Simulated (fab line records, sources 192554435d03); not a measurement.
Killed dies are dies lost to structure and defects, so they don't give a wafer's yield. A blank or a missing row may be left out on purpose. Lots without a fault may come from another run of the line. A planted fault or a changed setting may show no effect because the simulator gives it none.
A struck lot beside a sound one | flow n5_finfet | 20 steps out of a route of 1938
Sound: wafers L556.1, L556.4, L556.6. Struck: wafers L563.4, L563.5. (L563.1 of the same lot was not struck and is left out.) The cause comes at the end.
At each step with rows: each side's tool, then ch and its chambers, then its first start. Under that, the readings that differ: sound wafers | struck wafers | difference of the means | sigmas: that difference in standard deviations of wafers without a fault.
alike: readings whose means differ by less than 2 such deviations, and words and numbers that are the same on both sides. not compared: withheld readings, readings that some wafer has no value for, bounds like >300 that may hide the same value, and numbers for which the record gives no deviation and whose values overlap.
The two part at a step that has a row with sigmas, a row that says differs or no value, or rows on one side only. Numbers that don't overlap but have no deviation are shown without sigmas and don't part them. A reading that every wafer of one side lacks parts them only if that side has two wafers or more.

first, 9 steps without rows for these wafers: N5_FIN_SAQP_EBR_12; N5_FIN_SAQP_SOFTBAKE_11 (time 60 s); N5_FIN_SAQP_EXPOSE_13 (exposes mask FIN CORE, target cd 35.6 nm); N5_FIN_SAQP_PEB_14 (peb time 60 s); N5_FIN_SAQP_DEVELOP_15 (develop time 30 s); N5_FIN_SAQP_DESCUM_21 (chemistry O2, time 7.9 s); N5_FIN_SAQP_ETCH_51 (etches SiARC in CF4, target depth 45.5 nm, time 75.8 s); N5_FIN_SAQP_ETCH_52 (etches SOC in N2/H2, target depth 100 nm, overetch 20 nm, time 150 s); N5_FIN_SAQP_STRIP_53 (strips in N2/H2).
N5_FIN_SAQP_HM_OPEN_73: chemistry CHF3/O2, target SiO2, stops on a-Si, target depth 12 nm, time 16.8 s.
  sound on rie_diel-05 ch 0,1, day 3 10:19; struck on rie_diel-05 ch 3, day 5 07:35
  reading                                     | sound             | struck        | difference | sigmas
  over_etch_frac                              | 1.8 1.8 1.8       | 3.4501 3.4501 | +1.6501    |
  model.SOC_of_FIN_SAQP_COAT_49.thk_nm (nm)   | 99.86 99.45 99.55 | 92.61 92.8    | -6.92      |
  model.SiARC_of_FIN_SAQP_COAT_50.thk_nm (nm) | 4.92 5.528 4.923  | 0 0           | -5         |
  model.a-Si_of_FIN_SAQP_PECVD_06.thk_nm (nm) | 58.81 60.09 59.04 | 55.77 55.73   | -3.56      |
  alike: drypump_motor_current_A, oes_f_703_au, oes_product_au, rf_vpp_V, showerhead_plenum_p_Torr, throttle_valve_pct
  not compared: rf_hours_counter_h
then, 1 step without rows for these wafers: N5_FIN_SAQP_STRIP_74 (strips in CHF3/O2).
N5_FIN_SAQP_MANDREL_ETCH_22: etches a-Si in HBr/Cl2, stops on SiNx, target depth 60 nm, bt time 10 s, time 30 s.
  sound on rie_si-04 ch 0,1, day 3 10:24; struck on rie_si-06 ch 1,3, day 5 07:41
  reading                                   | sound             | struck      | difference | sigmas
  drypump_motor_current_A (A)               | 5.6 5.3 5.3       | 6.6 6.2     | +1.0       | +3
  oes_product_au (a.u.)                     | 0.771 0.770 0.762 | 0.737 0.725 | -0.037     | -2
  model.SOC_of_FIN_SAQP_COAT_49.thk_nm (nm) | 76.01 75.8 75.96  | 68.48 68.46 | -7.45      |
  model.etch.depth_nm (nm)                  | 58.81 60.09 59.04 | 55.77 55.73 | -3.56      |
  alike: throttle_valve_pct
  not compared: rf_hours_counter_h
then, 5 steps without rows for these wafers: N5_FIN_SAQP_STRIP_55 (strips in N2/H2); N5_FIN_SAQP_STRIP_23 (strips in SPM, time 750 s); N5_FIN_SAQP_SRD_66 (time 30 s); N5_FIN_SAQP_RECESS_75 (chemistry HF/NH3, target SiO2, target depth 14.4 nm, afs cycles 3, sublimation time 60 s); N5_FIN_SAQP_SPACER1_ALD_24 (deposits SiO2, target thk 20.3 nm, pulse time 1 s, purge time 2 s).
N5_FIN_SAQP_SPACER1_ETCHBACK_25: etches SiO2 in CHF3/O2, target depth 24.4 nm, time 12.2 s.
  sound on rie_diel-05 ch 0,1,2, day 3 11:55; struck on rie_diel-03 ch 2,3, day 5 09:43
  reading                                     | sound        | struck    | difference | sigmas
  model.a-Si_of_FIN_SAQP_PECVD_06.thk_nm (nm) | 58 59.2 58.2 | 54.8 54.8 | -3.7       |
  alike: drypump_motor_current_A, oes_f_703_au, oes_product_au, rf_vpp_V, showerhead_plenum_p_Torr, throttle_valve_pct
  not compared: rf_hours_counter_h
then, 1 step without rows for these wafers: N5_FIN_SAQP_MANDREL1_REMOVE_56 (chemistry HBr/Cl2/O2, target a-Si, stops on SiNx, bt time 10 s).
-- the record jumps here: 6 days lie between the struck wafers' starts before and after (it left off in module FIN_SAQP and takes up again in module BEOL_M4, whose first step shown is number 1111 of the route) --
N5_BEOL_M4_RC_MEAS_101:
  sound on prober-01 ch 0, day 9 17:49; struck on prober-01 ch 0, day 11 07:37
  reading        | sound             | struck      | difference | sigmas
  DIBL_N (mV/V)  | 38.9 38.5 38.0    | 34.3 36.0   | -3.3       | -2
  DIBL_P (mV/V)  | 37.3 37.5 36.5    | 32.2 34.0   | -4.0       | -3
  IOFF_P (nA/um) | 0.235 0.238 0.220 | 0.155 0.178 | -0.065     | -2
  VT_P (mV)      | -247 -247 -251    | -256 -256   | -8         | -2
  alike: IOFF_N, ION_N, ION_P, SS_N, SS_P, VT_N

WHERE THEY PART
First at N5_FIN_SAQP_MANDREL_ETCH_22; last, within this record, at N5_BEOL_M4_RC_MEAS_101.

WHY: what the simulator had put in
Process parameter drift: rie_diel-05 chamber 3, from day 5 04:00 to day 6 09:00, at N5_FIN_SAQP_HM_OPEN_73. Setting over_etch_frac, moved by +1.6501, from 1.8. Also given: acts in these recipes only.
